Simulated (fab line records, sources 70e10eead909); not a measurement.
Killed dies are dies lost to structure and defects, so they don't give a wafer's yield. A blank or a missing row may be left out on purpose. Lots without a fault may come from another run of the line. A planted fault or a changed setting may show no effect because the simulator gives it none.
A struck lot beside a sound one | flow nand_harc | 15 steps out of a route of 1159
Sound: wafers L845.3, L845.4, L845.6. Struck: wafers L853.3, L853.4, L853.6. The cause comes at the end.
At each step with rows: each side's tool, then ch and its chambers, then its first start. Under that, the readings that differ: sound wafers | struck wafers | difference of the means | sigmas: that difference in standard deviations of wafers without a fault.
alike: readings whose means differ by less than 2 such deviations, and words and numbers that are the same on both sides. not compared: withheld readings, readings that some wafer has no value for, bounds like >300 that may hide the same value, and numbers for which the record gives no deviation and whose values overlap.
The two part at a step that has a row with sigmas, a row that says differs or no value, or rows on one side only. Numbers that don't overlap but have no deviation are shown without sigmas and don't part them. A reading that every wafer of one side lacks parts them only if that side has two wafers or more.

first, 6 steps without rows for these wafers: NHARC_P_ZERO_WELL_COAT_18; NHARC_P_ZERO_WELL_SOFTBAKE_19 (time 95 s); NHARC_P_ZERO_WELL_EBR_20; NHARC_P_ZERO_WELL_EXPOSE_21 (exposes mask P NWELL, target cd 720 nm); NHARC_P_ZERO_WELL_PEB_22 (peb time 85 s); NHARC_P_ZERO_WELL_DEVELOP_23 (time 70 s).
NHARC_P_ZERO_WELL_CD_MEAS_24: target cd 720 nm.
  sound on cd_sem-02 ch 0, day 4 14:43; struck on cd_sem-01 ch 0, day 6 14:40
  alike: cd_nm
then, 1 step without rows for these wafers: NHARC_P_ZERO_WELL_HARDBAKE_25 (time 80 s).
NHARC_P_ZERO_WELL_DESCUM_26: chemistry O2, time 3 s.
  sound on rie_diel-02 ch 0,1,2, day 4 14:54; struck on rie_diel-02 ch 0,2,3, day 6 14:50
  alike: drypump_motor_current_A, oes_product_au, rf_vpp_V, showerhead_plenum_p_Torr, throttle_valve_pct
  not compared: rf_hours_counter_h
then, 3 steps without rows for these wafers: NHARC_P_ZERO_WELL_IMPLANT_27; NHARC_P_ZERO_WELL_IMPLANT_57; NHARC_P_ZERO_WELL_IMPLANT_58.
NHARC_P_ZERO_WELL_STRIP_28: strips in SPM, time 840 s.
  sound on wet_bench-07 ch 1,2,5, day 4 15:38; struck on wet_bench-07 ch 0,5,6, day 6 15:33
  reading               | sound                | struck               | difference | sigmas
  bath_guard_temp_C (C) | 130.5 130.6 130.4    | 136.6 135.7 136.7    | +5.8       | +13
  temp_c (C)            | 130.24 130.25 129.86 | 135.84 136.00 135.90 | +5.80      | +39
then, 1 step without rows for these wafers: NHARC_P_ZERO_WELL_DEHYDRATE_29 (time 120 s).
-- the record jumps here: 18 days lie between the struck wafers' starts before and after (it left off in module P_ZERO_WELL and takes up again in module END, whose first step shown is number 1159 of the route) --
NHARC_END_SORT_01:
  sound on prober-02 ch 0, day 22 11:21; struck on prober-01 ch 0, day 24 15:20
  alike: killed_at_array, killed_at_other, killed_at_periphery, killed_dies, killed_open, killed_short

WHERE THEY PART
Only at NHARC_P_ZERO_WELL_STRIP_28, within this record. Later steps at which nothing parts them and some readings are alike: NHARC_END_SORT_01.

WHY: what the simulator had put in
Process parameter drift: wet_bench-07, from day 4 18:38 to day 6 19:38, at NHARC_P_ZERO_WELL_STRIP_28. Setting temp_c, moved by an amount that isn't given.
